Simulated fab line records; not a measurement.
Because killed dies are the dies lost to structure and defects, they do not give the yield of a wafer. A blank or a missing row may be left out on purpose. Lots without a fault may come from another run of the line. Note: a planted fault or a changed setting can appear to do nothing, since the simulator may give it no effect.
fab line records	flow n5Finfet
record: lots: 7	wafers: 39
route steps=1938 shown ZERO_LAYER@16 FIN_SAQP@110 HKMG_FIN@419 BEOL_M2@901 BEOL_M3@993 BEOL_M4@1111
startH: hours from the record's first day to the start of the lot's first wafer shown	waitH: hours since the lot's step before	" as in the row above	L1.1+2: several wafers, shown together as one row	- no value, or no start given	* or withheld: withheld	< > ~ a bound
route shown NAME@n: NAME is a module with steps in the file, n the number in the route of the first one	usual: mean and standard deviation over wafers with no fault	same: alike in all rows	chamber/n: place in a boat	sites: the reading at each site	_std_site: the values' standard deviation	_edge_site: mean of outer sites minus mean of inner sites	radiusMm: how far each site lies from the wafer's centre	mask NAME#n: copy n	behind: the tool/chamber that last shaped the wafer	hold: cause of the lot's hold/its duration in hours/its outcome	device: the n, p or np transistor that did not switch	end of line: tests run on the same wafers once the route is complete	step lacking rows: just its recipe	killed: the dies lost at the first sort to structure and to defects; this is not the yield of the wafer	map: the dies of a wafer, with x for killed, . for not killed, _ for no die there
set.NAME: the setting as run; set.NAME@STEP: as run at that earlier step	model.NAME: the simulator's own value behind a step, which no gauge read
lots with deliberately changed settings; one table per step, one row per wafer
== steps ==
step: N5_ZERO_LAYER_ETCH_18
recipe: chemistry: HBr/Cl2	target: Si	targetDepthA: 1200	timeS: 40	pressureMtorr: 10	icpW: 800	biasW: 75	HBr_flow_sccm: 150	Cl2_flow_sccm: 80
step: N5_FIN_SAQP_DEVELOP_15
recipe: developTimeS: 30	developer: TMAH	resist: CAR-ArF	devTempC: 23	rinseLiquid: diw	dry: airSpin
step: N5_HKMG_FIN_ALD_36
recipe: material: TiN	targetThkA: 10	tempC: 400	aldPrecursorFamily: TiCl4	aldCoReactant: NH3	pulseTimeS: 1	purgeTimeS: 3	coReactantPurgeTimeS: 2	coReactantPulseTimeS: 2	aldCycles: 47	pressureTorr: 3
step: N5_BEOL_M2_ALD_84
recipe: material: TaN	targetThkA: *	tempC: 275	aldPrecursorFamily: PDMAT	aldCoReactant: NH3	pressureTorr: 3	carrierFlowSccm: 1500	pulseTimeS: 2	purgeTimeS: 3	coReactantPurgeTimeS: 2	coReactantPulseTimeS: 3	aldCycles: 30	precursorVesselTempC: 75	precursorVesselPressureTorr: 26.25	precursorVesselCarrierSccm: 1000
step: N5_BEOL_M3_CVD_47
recipe: material: Co	targetThkA: 30	tempC: withheld	precursor: CCTBA/H2	pressureTorr: 30	timeS: 223.8
step: N5_BEOL_M4_RC_MEAS_101
usual: CHAIN_V1: 229/9.6	IOFF_P_LIN: 0.100/0.013	IOFF_P_LONG: 0.000105/8.3e-06	SERP_M3: 196/17	VT_P_LONG: -275/3.3	VT_P_LVT: -98.5/2.8
lot.wafer	tool	chamber	startH	waitH	set.targetDepthA@ZERO_LAYER_ETCH_18	set.developTimeS@FIN_SAQP_DEVELOP_15	set.aldCycles@HKMG_FIN_ALD_36	set.aldCycles@BEOL_M2_ALD_84	set.targetThkA@BEOL_M3_CVD_47	CHAIN_V1[ohm/link]	IOFF_P_LIN[nA/um]	IOFF_P_LONG[nA/um]	SERP_M3[ohm/um]	VT_P_LONG[mV]	VT_P_LVT[mV]
L075.1	prober-02	0	176.76	0.0	1200	30	37	30	30	228	0.085	9.6e-05	184	-280	-103.0
L075.2	"	0	"	"	1200	30	47	30	44.95	227	0.096	0.000116	363	-273	-97.1
L075.3	"	0	"	"	1200	30	37	30	44.95	234	0.082	9.4e-05	321	-281	-102.6
L075.4	"	0	"	"	1200	30	37	30	44.95	235	0.068	9.3e-05	330	-280	-106.0
L075.5	"	0	"	"	1200	30	47	30	30	226	0.110	0.000115	178	-274	-95.7
L075.6	"	0	"	"	1200	30	47	30	30	231	0.088	0.000112	176	-270	-98.2
L076.1	prober-01	0	181.62	0.0	1200	35.42	67	30	14.25	234	0.189	0.000164	124	-257	-81.2
L076.2	"	0	"	"	1200	35.42	67	43	14.25	338	0.173	0.000161	124	-260	-83.7
L076.3	"	0	"	"	1200	35.42	47	43	14.25	317	0.116	0.00011	126	-272	-96.1
L076.4	"	0	"	"	1200	30	67	43	30	323	0.175	0.000165	172	-260	-82.4
L076.5	"	0	"	"	1200	30	47	30	30	253	0.123	0.000112	202	-274	-95.5
L076.6	"	0	"	"	1200	30	47	30	30	233	0.117	0.000109	170	-272	-96.3
L080.1	prober-01	0	214.30	0.0	1200	30	47	30	30	237	0.112	0.000116	213	-270	-95.5
L080.2	"	0	"	"	1704	30	24	30	30	245	0.050	7.8e-05	176	-288	-116.7
L080.3	"	0	"	"	1704	37.42	24	30	45.25	245	0.048	7.5e-05	339	-290	-118.1
L080.4	"	0	"	"	1200	30	47	30	45.25	254	0.126	0.00012	304	-270	-93.6
L080.5	"	0	"	"	1200	37.42	24	30	30	239	0.052	7.4e-05	206	-289	-115.6
L080.6	"	0	"	"	1704	37.42	47	30	45.25	231	0.110	0.00012	304	-273	-95.8
L088.1	prober-01	0	256.36	0.0	1200	30	29	23	40.21	180	0.059	6.8e-05	280	-297	-113.3
L088.2	"	0	"	"	1486	30	47	23	30	181	0.086	9.1e-05	198	-281	-102.4
L088.3	"	0	"	"	1486	30	29	23	40.21	204	0.045	6.7e-05	317	-295	-119.0
L088.4	"	0	"	"	1486	30	47	30	30	219	0.087	9.4e-05	185	-278	-100.5
L088.5	"	0	"	"	1200	30	47	30	40.21	224	0.091	9.1e-05	293	-283	-100.0
L088.6	"	0	"	"	1200	30	29	30	30	235	0.054	6.8e-05	216	-295	-114.1
L090.1	prober-01	0	268.45	0.0	1200	25.42	71	30	30	223	0.173	0.000151	190	-262	-82.1
L090.2	"	0	"	"	1575	30	47	30	30	206	0.089	0.000102	194	-278	-99.6
L090.3	"	0	"	"	1200	30	71	30	35.57	225	0.180	0.000154	250	-260	-80.6
L090.4	"	0	"	"	1200	25.42	47	30	35.57	224	0.094	9.6e-05	205	-275	-99.9
L090.5	"	0	"	"	1575	30	47	30	30	220	0.093	9.8e-05	195	-276	-98.9
L090.6	"	0	"	"	1575	25.42	71	30	35.57	228	0.152	0.000157	222	-262	-83.7
L091.1	prober-02	0	273.42	0.0	1200	30	47	36	23.71	272	0.104	0.000111	170	-273	-98.2
L091.2	"	0	"	"	1200	30	34	30	23.71	220	0.070	7.8e-05	195	-285	-110.1
L091.3	"	0	"	"	768.7	12.31	47	36	23.71	272	0.102	0.000106	177	-276	-97.8
L091.4	"	0	"	"	1200	12.31	47	30	30	226	0.095	0.000107	197	-275	-98.5
L091.5	"	0	"	"	768.7	30	34	30	30	232	0.073	8e-05	207	-285	-110.0
L091.6	"	0	"	"	768.7	12.31	34	36	30	266	0.065	8.6e-05	205	-286	-109.9
L094.1	prober-01	0	302.39	0.0	1200	30	47	30	30	244	0.102	9.7e-05	197	-280	-96.7
L094.3	"	0	"	"	1200	30	47	30	30	238	0.111	9.4e-05	201	-278	-95.9
L094.6	"	0	"	"	1200	30	47	30	30	243	0.098	9.5e-05	204	-280	-97.2
== key ==
split: step: N5_ZERO_LAYER_ETCH_18	setting: targetDepthA	statedAs: 1200
response none clear
split: step: N5_FIN_SAQP_DEVELOP_15	setting: developTimeS	statedAs: 30
response none clear
split: step: N5_HKMG_FIN_ALD_36	setting: aldCycles	statedAs: 47
response: step: N5_BEOL_M4_RC_MEAS_101	reading: VT_P_LVT	slope: +0.373	per: 1%	togetherWith: all	explained: 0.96
response: step: N5_BEOL_M4_RC_MEAS_101	reading: VT_P_LONG	slope: +0.346	per: 1%	togetherWith: all	explained: 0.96
response: step: N5_BEOL_M4_RC_MEAS_101	reading: IOFF_P_LONG	slope: +9.71e-07	per: 1%	togetherWith: all	explained: 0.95
response: step: N5_BEOL_M4_RC_MEAS_101	reading: IOFF_P_LIN	slope: +0.00132	per: 1%	togetherWith: all	explained: 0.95
split: step: N5_BEOL_M2_ALD_84	setting: aldCycles	statedAs: 30
response: step: N5_BEOL_M4_RC_MEAS_101	reading: CHAIN_V1	slope: +1.96	per: 1%	togetherWith: all	explained: 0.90
split: step: N5_BEOL_M3_CVD_47	setting: targetThkA	statedAs: 30
response: step: N5_BEOL_M4_RC_MEAS_101	reading: SERP_M3	slope: +2.26	per: 1%	togetherWith: all	explained: 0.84
